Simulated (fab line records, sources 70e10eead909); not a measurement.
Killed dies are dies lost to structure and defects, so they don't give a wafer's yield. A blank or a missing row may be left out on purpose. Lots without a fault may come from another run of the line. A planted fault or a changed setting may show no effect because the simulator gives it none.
Which tool did it? | flow nand_harc | 13 lots, 39 wafers sampled, at 6 steps of a route of 1159

WHAT THE GAUGES READ, wafer by wafer
NHARC_P_GATE_INSPECT_28.
lot  | measured     | on                | raw_defect_count
L427 | day 4 17:23  | defect_inspect-02 | 6 6 9
L428 | day 5 12:14  | defect_inspect-01 | 6 8 14
L430 | day 5 11:35  | defect_inspect-01 | 10 3 7
L431 | day 5 23:56  | defect_inspect-02 | 335 323 310
L432 | day 5 23:05  | defect_inspect-02 | 316 306 307
L441 | day 8 17:08  | defect_inspect-01 | 5 5 4
L442 | day 8 17:22  | defect_inspect-02 | 8 3 0
L443 | day 9 00:11  | defect_inspect-02 | 8 7 3
L444 | day 9 05:37  | defect_inspect-02 | 5 9 6
L445 | day 9 05:28  | defect_inspect-01 | 4 10 8
L446 | day 9 20:27  | defect_inspect-02 | 14 11 15
L447 | day 9 20:36  | defect_inspect-02 | 7 4 9
L449 | day 10 11:47 | defect_inspect-01 | 13 4 6

NHARC_P_GATE_INSPECT_68.
lot  | measured     | on                | raw_defect_count
L427 | day 5 12:14  | defect_inspect-02 | 148 148 267
L428 | day 6 12:51  | defect_inspect-02 | 151 279 236
L430 | day 6 08:34  | defect_inspect-01 | 109 217 164
L431 | day 6 18:42  | defect_inspect-01 | 432 631 467
L432 | day 6 17:59  | defect_inspect-01 | 473 549 469
L441 | day 9 11:22  | defect_inspect-01 | 102 172 197
L442 | day 9 12:05  | defect_inspect-01 | 311 231 184
L443 | day 9 18:54  | defect_inspect-02 | 269 150 166
L444 | day 10 00:17 | defect_inspect-01 | 265 294 244
L445 | day 10 00:07 | defect_inspect-02 | 252 243 165
L446 | day 10 15:01 | defect_inspect-02 | 99 111 119
L447 | day 10 15:41 | defect_inspect-02 | 87 155 162
L449 | day 11 06:36 | defect_inspect-01 | 177 146 208

NHARC_P_M1_CD_MEAS_16.
lot  | measured     | on        | cd_nm (nm)
L427 | day 6 03:53  | cd_sem-01 | 129.9 130.4 128.9
L428 | day 7 01:42  | cd_sem-01 | 130.0 129.5 128.7
L430 | day 6 22:03  | cd_sem-03 | 131.5 130.0 129.6
L431 | day 7 05:35  | cd_sem-02 | 129.9 130.3 130.8
L432 | day 7 04:49  | cd_sem-02 | 130.7 130.9 131.0
L441 | day 10 03:00 | cd_sem-02 | 129.8 128.9 130.9
L442 | day 10 03:34 | cd_sem-02 | 130.0 130.9 130.2
L443 | day 10 09:59 | cd_sem-01 | 130.7 130.3 129.4
L444 | day 10 10:40 | cd_sem-02 | 130.2 130.9 130.0
L445 | day 10 10:20 | cd_sem-03 | 131.0 131.8 130.3
L446 | day 11 01:18 | cd_sem-02 | 130.4 130.3 131.4
L447 | day 11 03:41 | cd_sem-02 | 129.7 130.6 131.3
L449 | day 11 20:05 | cd_sem-01 | 130.2 130.6 130.3

NHARC_END_SORT_01.
lot  | measured     | on        | killed_at_array | killed_at_other | killed_at_periphery | killed_dies | killed_open | killed_short
L431 | day 20 10:45 | prober-02 | 13 17 18        | 0 0 0           | 246 244 240         | 259 261 258 | 3 4 2       | 3 1 1
L432 | day 21 16:07 | prober-01 | 28 23 24        | 0 0 0           | 247 232 237         | 275 255 261 | 0 4 4       | 2 0 2

WHICH TOOL RAN EACH LOT (tool, then ch and the chambers of the sampled wafers, then the start)
lot  | NHARC_P_GATE_OXIDE_02        | NHARC_P_M1_ETCH_15
L427 | furnace-06 ch 0, day 3 22:29 | rie_diel-13 ch 0,1,3, day 6 03:53 or earlier
L428 | furnace-03 ch 0, day 4 16:13 | rie_diel-13 ch 0,1,2, day 7 01:42 or earlier
L430 | furnace-03 ch 0, day 4 16:13 | rie_diel-13 ch 0,1,3, day 6 22:03 or earlier
L431 | furnace-03 ch 0, day 5 03:07 | rie_diel-01 ch 0,2, day 7 05:35 or earlier
L432 | furnace-03 ch 0, day 5 03:07 | rie_diel-13 ch 0,2,3, day 7 04:49 or earlier
L441 | furnace-06 ch 0, day 7 20:16 | rie_diel-13 ch 0,1,3, day 10 03:00 or earlier
L442 | furnace-06 ch 0, day 7 20:16 | rie_diel-13 ch 0,3, day 10 03:34 or earlier
L443 | furnace-05 ch 0, day 8 04:14 | rie_diel-01 ch 1,2, day 10 09:59 or earlier
L444 | furnace-03 ch 0, day 8 10:41 | rie_diel-01 ch 0,3, day 10 10:40 or earlier
L445 | furnace-03 ch 0, day 8 10:41 | rie_diel-08 ch 1,2, day 10 10:20 or earlier
L446 | furnace-06 ch 0, day 9 01:33 | rie_diel-13 ch 1,2,3, day 11 01:18 or earlier
L447 | furnace-06 ch 0, day 9 01:33 | rie_diel-08 ch 0,1,2, day 11 03:41 or earlier
L449 | furnace-03 ch 0, day 9 16:26 | rie_diel-01 ch 0,3, day 11 20:05 or earlier
- NHARC_P_GATE_OXIDE_02: material SiO2, target thk 37.5 nm, ox time 365 s.
- NHARC_P_M1_ETCH_15: etches the open film in C4F8/Ar, target depth 182.5 nm, time 91.2 s.

WHAT THE TOOLS THEMSELVES READ (means of the sampled wafers that have a number; where no wafer has one, the mark that the record gives instead)
NHARC_P_GATE_OXIDE_02.
lot  | tool       | spike_tc_lower_C (C) | spike_tc_top_C (C)
L427 | furnace-06 | 948.2                | 960.6
L428 | furnace-03 | 949.6                | 958.2
L430 | furnace-03 | 949.2                | 957.6
L431 | furnace-03 | 949.5                | 957.7
L432 | furnace-03 | 949.6                | 957.4
L441 | furnace-06 | 949.5                | 961.2
L442 | furnace-06 | 949.3                | 960.1
L443 | furnace-05 | 949.7                | 962.6
L444 | furnace-03 | 949.9                | 958.1
L445 | furnace-03 | 950.4                | 958.8
L446 | furnace-06 | 948.7                | 960.1
L447 | furnace-06 | 948.6                | 961.0
L449 | furnace-03 | 950.1                | 957.7

NHARC_P_M1_ETCH_15.
lot  | tool        | oes_product_au (a.u.) | rf_vpp_V (V)
L427 | rie_diel-13 | 0.943                 | 442.1
L428 | rie_diel-13 | 0.952                 | 441.7
L430 | rie_diel-13 | 0.957                 | 441.5
L431 | rie_diel-01 | 0.951                 | 441.0
L432 | rie_diel-13 | 0.965                 | 443.3
L441 | rie_diel-13 | 0.954                 | 440.7
L442 | rie_diel-13 | 0.909                 | 442.4
L443 | rie_diel-01 | 0.955                 | 439.9
L444 | rie_diel-01 | 0.973                 | 440.9
L445 | rie_diel-08 | 0.978                 | 437.9
L446 | rie_diel-13 | 0.961                 | 442.1
L447 | rie_diel-08 | 0.979                 | 439.8
L449 | rie_diel-01 | 0.940                 | 441.3

THE ANSWER, worked out from the rows above alone
Rule: what is usual is taken from the lots themselves. Put in order of their means at a reading, lots are off if they are a third of the lots or fewer, leave a main group of 4 or more, and stand apart from it by a gap of 3 or more times the standard deviation of the main group's means; of several such gaps the widest counts. A main group whose means are all the same, to the digits that the tables above print for the reading, isn't used. A lot without any number at a reading at which 4 lots or more have one is off too. The other lots that the step has rows for count as sound. The gauges are gone through in route order, then the tools' own readings, and for those a lot's mean is taken as printed above. The first step at which some lot is off is used, and at that step the reading that is off furthest; a lot without a number counts as furthest.
Off: L431, L432, at NHARC_P_GATE_INSPECT_28 (raw_defect_count). The main group: mean 7, standard deviation 2.4.
A tool fits if, at a process step before that reading, it ran every lot that is off, and no sound lot after the first of them. The gauges at NHARC_P_GATE_INSPECT_28 aren't tried: what is off there is off at NHARC_P_GATE_INSPECT_68 too, on other tools, and a gauge's error can't cause that. None of those tried fits.

WHAT THE SIMULATOR HAD PUT IN
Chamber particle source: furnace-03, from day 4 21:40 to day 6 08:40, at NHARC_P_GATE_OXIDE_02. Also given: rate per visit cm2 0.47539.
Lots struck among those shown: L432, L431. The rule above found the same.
